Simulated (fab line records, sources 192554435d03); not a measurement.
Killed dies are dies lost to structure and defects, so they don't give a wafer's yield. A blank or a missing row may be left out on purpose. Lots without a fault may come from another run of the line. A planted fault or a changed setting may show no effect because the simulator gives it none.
fab line records | flow n5_finfet
record lots=3 wafers=9 last_day=14
route steps=1938 shown BEOL_M10@1501 BEOL_M11@1536 PASSIVATION@1936
lots that met no fault: from a run of the same line without faults
start_h: hours from the record's first day to the start of the lot's first wafer shown | wait_h: hours since the lot's step before | " the same as in the row above | L1.1+2: a row that stands for several wafers | - no value, or no start given | * or withheld: withheld | < > ~ a bound
route shown NAME@n: a module of which the file shows steps, and the number in the route of the first | usual: mean/standard deviation of fault-free wafers | same: alike in all rows | chamber/n: place in a boat | sites: the reading at each site | _std_site: their standard deviation | _edge_site: outer sites' mean less inner sites' | radius_mm: how far each site lies from the wafer's centre | mask NAME#n: copy n | behind: the tool/chamber that last shaped the wafer | hold: why the lot was held/for how many hours/how that ended | device: the transistor (n, p or np) that didn't switch | end of line: the same wafers' tests at the end of the route | a step without rows: its recipe alone | killed: dies lost to structure and defects at the first sort, not the wafer's yield | map: a wafer's dies, x killed, . not, _ none there
set.NAME: the setting as run; set.NAME@STEP: as run at that earlier step | model.NAME: the simulator's own value behind a step, which no gauge read
lots at some steps of the route; a table a step, a row a wafer
services: from which hour (start_h, from the record's first day; less than 0 if before it) a tool's chamber was out of use, for how many hours, and why
## steps
# step N5_BEOL_M10_DEVELOP_27
# recipe develop_time_s=30 developer=TMAH resist=CAR-ArF rinse_liquid=diw dry=air_spin dev_temp_c=23
# step N5_BEOL_M10_DESCUM_33
# recipe chemistry=O2 time_s=7.9 source_power_w=50 bias_power_w=20 pressure_mtorr=20 rf_frequency_hz=2.712e+07 temp_c=40 resist=CAR-ArF o2_flow_sccm=225
# step N5_BEOL_M10_ETCH_65
# recipe chemistry=CF4 target=SiARC target_depth_a=390 mask_material=CAR-ArF time_s=65 ion_energy_ev=80 pressure_mtorr=40 source_w=545 bias_w=36 Ar_flow_sccm=100 cf4_flow_sccm=100 ends=cleared
# step N5_BEOL_M10_ETCH_66
# recipe chemistry=N2/H2 target=SOC target_depth_a=1200 overetch_a=240 mask_material=SiARC temp_c=40 time_s=180 ion_energy_ev=200 pressure_mtorr=30 source_w=840 bias_w=150 n2_flow_sccm=200 h2_flow_sccm=200
# step N5_BEOL_M10_STRIP_69
# recipe chemistry=N2/H2 temp_c=40 n2_flow_sccm=200 h2_flow_sccm=200 rf_frequency_hz=6e+07
# step N5_BEOL_M10_VIA_ETCH_34
# recipe chemistry=C4F6/O2 target=SiCOH_lowk target_depth_a=1845 mask_material=SOC taper_deg=4 time_s=69.2 ion_energy_ev=250 pressure_mtorr=30 source_w=345 bias_w=185 Ar_flow_sccm=300 C4F6_flow_sccm=10 O2_flow_sccm=10
# step N5_BEOL_M10_STRIP_73
# recipe chemistry=C4F6/O2 resist=SiARC rf_frequency_hz=6e+07
# step N5_BEOL_M10_STRIP_36
# recipe chemistry=N2/H2 power_w=450 temp_c=40 pressure_mtorr=20 rf_frequency_hz=6e+07 overash_fraction=0.3 bias_power_w=7 h2_frac=0.5 n2_flow_sccm=200 h2_flow_sccm=200
# step N5_BEOL_M10_TRENCH_ETCH_37
# recipe chemistry=C4F6/O2 target_depth_a=1488.3 target=SiCOH_lowk time_s=48 ion_energy_ev=250 pressure_mtorr=30 source_w=345 bias_w=185 Ar_flow_sccm=300 C4F6_flow_sccm=10 O2_flow_sccm=10
# step N5_BEOL_M10_ETCH_41
# recipe chemistry=CH3F/O2 target=SiCN target_depth_a=426 taper_deg=2 time_s=86 ion_energy_ev=120 mask_material=TiN pressure_mtorr=30 source_w=395 bias_w=75 Ar_flow_sccm=150 CH3F_flow_sccm=30 O2_flow_sccm=20
# usual drypump_motor_current_A=5.61/0.29 oes_product_au=0.80/0.077 rf_vpp_V=296.8/1.4 showerhead_plenum_p_Torr=1.97/0.061 throttle_valve_pct=16.26/0.24
# columns lot.wafer tool chamber start_h wait_h drypump_motor_current_A oes_product_au rf_hours_counter_h rf_vpp_V showerhead_plenum_p_Torr throttle_valve_pct
L874.1 rie_diel-03 0 205.88 - 5.07 0.69 249 299.7 2.06 16.33
L874.2 " 1 " " 5.22 0.79 124 296.6 1.91 16.18
L874.6 " 3 " " 5.96 0.72 - 297.9 1.97 16.21
L882.1 rie_diel-03 0 269.05 - 5.07 0.92 13 298.2 2.05 15.86
L882.4 " 1 " " 5.23 0.76 151 294.0 1.91 16.22
L882.5 " 3 " " 5.90 0.70 - 296.9 1.97 16.26
L887.4 rie_diel-02 0 298.56 - 5.68 0.67 - 296.0 1.87 16.58
L887.5 " 2 " " 5.68 0.97 - 296.0 1.94 16.02
L887.6 " 3 " " 5.74 0.85 - 295.5 1.95 16.23
# step N5_BEOL_M10_STRIP_77
# recipe chemistry=N2/H2 time_s=10 power_w=450 temp_c=40 pressure_mtorr=20 rf_frequency_hz=6e+07 bias_power_w=7 n2_flow_sccm=200 h2_flow_sccm=200
# step N5_BEOL_M10_HM_STRIP_39
# recipe chemistry=peroxide_tin_strip material=TiN target_depth_a=250 temp_c=50 time_s=158
# step N5_BEOL_M10_SRD_40
# recipe time_s=30 temp_c=23 rinse_liquid=diw dry=ipa_marangoni
# step N5_BEOL_M10_PRECLEAN_42
# recipe chemistry=residue_remover time_s=60 temp_c=40
# step N5_BEOL_M10_SRD_43
# recipe time_s=30 temp_c=23 rinse_liquid=diw dry=ipa_marangoni
# step N5_BEOL_M10_CURE_72
# recipe temp_c=370 time_s=120 ambient=DMADMS/He material=SiCOH_lowk
# step N5_BEOL_M10_DEGAS_44
# recipe ambient=vacuum temp_c=250 time_s=60
# step N5_BEOL_M10_PRE_CLEAN_45
# recipe gas=H2/He time_s=30 temp_c=250
# step N5_BEOL_M10_ALD_74
# recipe material=TaN target_thk_a=20 temp_c=275 ald_precursor_family=PDMAT ald_co_reactant=NH3 pressure_torr=3 carrier_flow_sccm=1500 pulse_time_s=2 purge_time_s=3 co_reactant_purge_time_s=2 co_reactant_pulse_time_s=3 ald_cycles=40 precursor_vessel_temp_c=75 precursor_vessel_pressure_torr=26.25 precursor_vessel_carrier_sccm=1000
# step N5_BEOL_M10_SURFACE_TREAT_76
# recipe gas=Ar time_s=* ion_energy_ev=* ion_current_ma_cm2=0.5 pressure_mtorr=* ar_flow_sccm=30
# step N5_BEOL_M10_CVD_75
# recipe material=Co target_thk_a=20 temp_c=withheld precursor=CCTBA/H2 pressure_torr=30 time_s=138.9
# step N5_BEOL_M10_SPUTTER_48
# recipe material=Cu target_thk_a=120 temp_c=-20 bias_v=60 power_w=26000 chamber_pressure_pa=0.13 time_s=2
# step N5_BEOL_M10_ECD_50
# recipe material=Cu target_thk_a=3180
# step N5_BEOL_M10_ANNEAL_51
# recipe temp_c=225 time_s=90 ambient=N2
# step N5_BEOL_M10_CMP_52
# recipe stop_on=SiCOH_lowk t_overpolish_s=7 down_force_psi=1 platen_rpm=50 clearing_platen_down_force_psi=1.5 clearing_platen_rpm=50 post_cmp_clean=cu_alkaline target_thk_nm=140 clearing_platen_pad_velocity_m_s=0.99484 pad_velocity_m_s=0.99484
# step N5_BEOL_M10_PRE_CLEAN_55
# recipe gas=NH3 time_s=15 temp_c=withheld rf_power_w=300
# step N5_BEOL_M10_DEP_56
# recipe material=SiCN target_thk_a=150 temp_c=withheld precursor=3MS/NH3 pressure_torr=3 rf_w=202 time_s=26.5
# step N5_BEOL_M11_ILD_DEP_00
# recipe material=SiCOH_lowk target_thk_a=3085.1 temp_c=300 precursor=DEMS/porogen pressure_torr=5 rf_w=500 time_s=58
# step N5_BEOL_M11_CURE_71
# recipe temp_c=385 time_s=240 ambient=He/Ar material=SiCOH_lowk
# step N5_BEOL_M11_PECVD_70
# recipe material=SiO2 target_thk_a=200 temp_c=400 precursor=TEOS/O2 pressure_torr=5.5 rf_w=450 teos_flow_sccm=53.8 gas=O2 flow_sccm=3000 time_s=22.7
# step N5_BEOL_M11_HM_DEP_02
# recipe material=TiN target_thk_a=200 temp_c=25 chamber_pressure_pa=0.49996
# step N5_BEOL_M11_COAT_59
# recipe resist=SOC temp_c=250 time_s=60 spin_rpm=1500 resist_thk_nm=100
# step N5_BEOL_M11_COAT_60
# recipe resist=SiARC temp_c=220 time_s=60 spin_rpm=1500 resist_thk_nm=30
# step N5_PASSIVATION_PROBE_49
# usual defect_limited_yield=91.4/1.4 killed_at_M0_to_M3=34/8.9 killed_at_M4_up=13/4.6 killed_at_contacts=12/5.5 killed_at_front_end=41/11 killed_at_other=3.1/2.9 killed_dies=102/16 killed_open=66/11 killed_short=34/7.6 sort_bin_5_function=5.1/0.89 sort_bin_6_memory=3.2/0.61 sort_bin_8_speed=0.02/0.12 sort_n_pass=1078/16 sort_yield_pct=91.3/1.4
# same gross_dies=1180 killed_at_back_side=0 sort_bin_4_leakage[%]=0
# columns lot.wafer tool chamber start_h wait_h defect_limited_yield[%] killed_at_M0_to_M3 killed_at_M4_up killed_at_contacts killed_at_front_end killed_at_other killed_dies killed_open killed_short sort_bin_5_function[%] sort_bin_6_memory[%] sort_bin_8_speed[%] sort_n_pass sort_yield_pct[%]
L874.1 prober-02 - 264.46 0.0 90.4 35 8 20 45 5 113 74 39 5.3 3.9 0.08 1066 90.3
L874.2 prober-02 - 264.51 0.1 91.7 29 13 8 45 3 98 53 45 4.5 3.5 0 1082 91.7
L874.6 prober-02 - 264.71 0.3 90.7 42 5 22 37 4 110 68 41 4.4 4.2 0 1070 90.7
L882.1 prober-01 - 314.11 0.0 82.1 40 118 16 32 5 211 70 42 11.5 4.8 0 969 82.1
L882.4 prober-01 - 314.26 0.2 88.2 31 11 28 63 6 139 96 35 7.4 3.6 0 1041 88.2
L882.5 prober-01 - 314.31 0.2 90.2 37 9 24 44 2 116 82 33 6.0 3.3 0 1064 90.2
L887.4 prober-02 - 346.37 0.2 91.9 34 20 11 28 3 96 66 29 5.2 3.0 0 1084 91.9
L887.5 prober-02 - 346.42 0.2 92.3 31 13 16 30 1 91 66 25 4.7 2.9 0 1089 92.3
L887.6 prober-02 - 346.47 0.3 92.5 39 12 8 29 1 89 48 41 4.7 2.3 0 1091 92.5
# killed by level:class
L874.1 MOL_CONTACT_COAG:geometric_particle:open=16 BEOL_M3:geometric_particle:open=11 STI_FIN_REVEAL:geometric_particle:open=9 ILD0:geometric_particle:short=9 BEOL_M0_SAQP:geometric_particle:open=8 GATE_CUT:geometric_particle:short=6 ILD0:geometric_particle:open=6 BEOL_M0_SAQP:geometric_particle:short=6
L874.2 FIN_SAQP:geometric_particle:short=10 BEOL_M0_SAQP:geometric_particle:open=9 GATE_CUT:geometric_particle:short=7 MOL_CONTACT_COAG:geometric_particle:open=7 FIN_SAQP:geometric_particle:open=6 BEOL_M0_SAQP:geometric_particle:short=6 BEOL_M2:geometric_particle:short=5 BEOL_M2:geometric_particle:open=5
L874.6 MOL_CONTACT_COAG:geometric_particle:open=16 FIN_SAQP:geometric_particle:short=15 BEOL_M1:geometric_particle:open=10 BEOL_M2:geometric_particle:open=10 BEOL_M3:geometric_particle:open=9 MOL_CONTACT_COAG:geometric_particle:short=6 BEOL_M0_SAQP:geometric_particle:open=5 FIN_SAQP:geometric_particle:open=4
L882.1 BEOL_M10:unspecified=98 MOL_CONTACT_COAG:geometric_particle:open=15 BEOL_M2:geometric_particle:open=9 BEOL_M0_SAQP:geometric_particle:short=8 STI_FIN_REVEAL:geometric_particle:open=7 BEOL_M3:geometric_particle:open=7 BEOL_M0_SAQP:geometric_particle:open=6 STI_FIN_REVEAL:geometric_particle:short=5
L882.4 MOL_CONTACT_COAG:geometric_particle:open=19 DUMMY_GATE:geometric_particle:open=14 STI_FIN_REVEAL:geometric_particle:open=12 BEOL_M3:geometric_particle:open=10 FIN_SAQP:geometric_particle:open=9 MOL_CONTACT_COAG:geometric_particle:short=9 FIN_SAQP:geometric_particle:short=7 BEOL_M2:geometric_particle:open=7
L882.5 MOL_CONTACT_COAG:geometric_particle:open=19 STI_FIN_REVEAL:geometric_particle:open=12 BEOL_M1:geometric_particle:open=11 BEOL_M3:geometric_particle:open=9 FIN_SAQP:geometric_particle:short=6 DUMMY_GATE:geometric_particle:open=6 GATE_CUT:geometric_particle:short=5 MOL_CONTACT_COAG:geometric_particle:short=5
L887.4 MOL_CONTACT_COAG:geometric_particle:open=10 BEOL_M0_SAQP:geometric_particle:open=10 FIN_SAQP:geometric_particle:open=9 BEOL_M1:geometric_particle:open=9 STI_FIN_REVEAL:geometric_particle:open=6 BEOL_M2:geometric_particle:open=6 BEOL_M0_SAQP:geometric_particle:short=5 BEOL_M6:geometric_particle:open=5
L887.5 MOL_CONTACT_COAG:geometric_particle:open=13 BEOL_M0_SAQP:geometric_particle:open=10 FIN_SAQP:geometric_particle:open=8 STI_FIN_REVEAL:geometric_particle:open=8 BEOL_M0_SAQP:geometric_particle:short=7 BEOL_M1:geometric_particle:open=5 BEOL_M2:geometric_particle:open=5 BEOL_M4:geometric_particle:short=4
L887.6 BEOL_M0_SAQP:geometric_particle:short=16 FIN_SAQP:geometric_particle:open=8 BEOL_M0_SAQP:geometric_particle:open=8 MOL_CONTACT_COAG:geometric_particle:open=7 STI_FIN_REVEAL:geometric_particle:open=5 BEOL_M1:geometric_particle:short=5 FIN_SAQP:geometric_particle:short=4 DUMMY_GATE:geometric_particle:open=3
# map L882.1 (x killed, . not)
_________________............________________
______________......x..x..xx...._____________
___________x...x.x.xxx.............__________
__________...x..xxxxxxxx.xx....x...._________
________......xxxxxxxxxxxx.......x.x.._______
_______......x.xxxxxxxxx..x............______
______........x.xxxxxxxxxxx.x..........._____
_____.........x.xxxxxxxxxxxx...x.........____
____...x....x..xxxxxxxxxxx..xx............___
___x...........x.xxxxxxxxxx....x...........__
___x.........x..x.xx.xxx..xx..............x__
__................xxx........x....x........._
__x....x......x...x....xx.x...x......x....x._
_.....x...x.............xx.................x.
_...x..x.....x..x..........xx................
_........................x..............x....
_......................x..x........x.xxx.....
_....x.....x................x.........x......
_..................x.....x.........x........x
_....x............................x..........
_x.x.......x............................x....
__...........x......x.x...x.x..x...x.......x_
__...............x.....x.........x.........._
___...x................x...................__
___.x.....x.......x.x....................x.__
____x.x.x.x..xxx.........xx...............___
_____x................................x..____
______....x.......x...............xx...._____
_______..............xx....x...x....x..______
________........x.......x...x........._______
__________...x...........x.....x...._________
___________..x...x.......x.....x...__________
______________...x.............._____________
_________________...........x________________
# map L874.1 (x killed, . not)
_________________x...x.......________________
______________.........x..x....._____________
___________........................__________
__________.........xx.x..........x.._________
________......x......................._______
_______...x..................x..x......______
______...x.............................._____
_____.............x......x.x.............____
____....x...................x.x.....x.....___
___.......................x...x...........x__
___.........x.............x.............x..__
__....xxxx................x....xx..........._
__...........x.x.x.................x........_
_...xx...............x.......x...............
_.............x................x.....xx......
_...x....x.....x.....x...x...................
_x................x.......xxx...x............
_................x.x........x............x...
_.x.....x.....x....x.....x.........x.......x.
_....x.....x........................x........
_.........x.........x............x.........x.
__...............x........x................._
__.............x.x..x......x...........x...._
___....x.....x.............................__
___..xx....x...............................__
____....x...............x........x......x.___
_____x..x.........................x......____
______.................x.......x........_____
_______...x.....................x......______
________.....x..x..............x...xx._______
__________......x..x.x.......xx....._________
___________.........xx.x......xx...__________
______________.................._____________
_________________........x...________________
## services
# columns tool chamber start_h hours kind
rie_diel-02 - 198.01 0.6 repair
rie_diel-02 1 204.08 6.8 repair
rie_diel-03 0 211.06 - clean
rie_diel-03 0 211.06 - consumable_replace:focus_ring
rie_diel-03 0 211.06 26.7 scheduled_down
rie_diel-03 0 211.06 26.7 vent_cycle
rie_diel-02 - 223.96 2.3 repair
rie_diel-03 2 228.06 8.4 repair
rie_diel-02 0 246.25 4.4 repair
rie_diel-02 2 277.61 - clean
rie_diel-02 2 277.61 - consumable_replace:focus_ring
rie_diel-02 2 277.61 20.2 scheduled_down
rie_diel-02 2 277.61 20.2 vent_cycle
## key
first_sign step=N5_PASSIVATION_PROBE_49 reading=killed_at_M4_up direction=up sigmas=23 usual=13 struck=118
effect step=N5_PASSIVATION_PROBE_49 reading=killed_dies direction=up sigmas=6.8 usual=102 struck=211
more_kills_born_at N5_BEOL_M10_ETCH_41@rie_diel-03=98
met_at N5_BEOL_M10_ETCH_41
struck_wafers L882.1
onset_between 205.88 269.05
fault kind=chamber_particle_source tool=rie_diel-03 chamber=0 onset_h=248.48 steps=N5_BEOL_M10_ETCH_41 rate_per_visit_cm2=0.48044 end_h=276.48
